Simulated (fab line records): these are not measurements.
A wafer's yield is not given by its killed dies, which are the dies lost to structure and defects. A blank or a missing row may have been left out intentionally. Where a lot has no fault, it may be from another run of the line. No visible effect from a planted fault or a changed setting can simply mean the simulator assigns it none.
Chamber matching	flow nand_harc	NHARC_A_STAIRCASE_CMP_450 on cmp-03: 4 sister chambers
The step polishes SiO2, target thk 200 nm. 4 wafers are shown with their chamber, then 9 later ones without.

== WAFERS PAIRED WITH THEIR CHAMBERS ==
wafer	chamber	motor_current_A (A)
L076.6	1	13.2
L085.2	3	11.8
L088.3	0	13.5
L088.6	2	10.7

== WAFERS MISSING THEIR CHAMBER ==
wafer	motor_current_A (A)
L089.1	10.6
L089.5	10.5
L089.6	11.7
L094.1	10.0
L094.2	13.4
L094.3	11.1
L097.1	11.7
L097.3	13.3
L097.4	10.4

== THE CHAMBER EACH PASSED THROUGH ==
wafer	from the rows above	in truth
L089.1	2	2
L089.5	2	2
L089.6	3	3
L094.1	2	2
L094.2	can't be placed: 0 or 1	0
L094.3	can't be placed: 2 or 3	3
L097.1	3	3
L097.3	can't be placed: 1 or 0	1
L097.4	2	2
Correct placement for 6 of the 9. Cannot be placed on the basis of these rows: 3; the candidates contain the true chamber in 3. Placed wrongly: 0.
How it was worked out, from the rows above alone: a wafer's distance from a chamber is the root of the sum, over the readings, of the square of ((its reading less the chamber's mean) divided by the reading's scatter). If the next closest chamber is less than 2 further off than the closest, the wafer can't be placed; otherwise it belongs to the closest. Each chamber's mean is taken over the wafers shown for it. The scatter: with one shown wafer a chamber, the root of the mean of the squares of how far each hidden wafer lies from its nearest shown one.
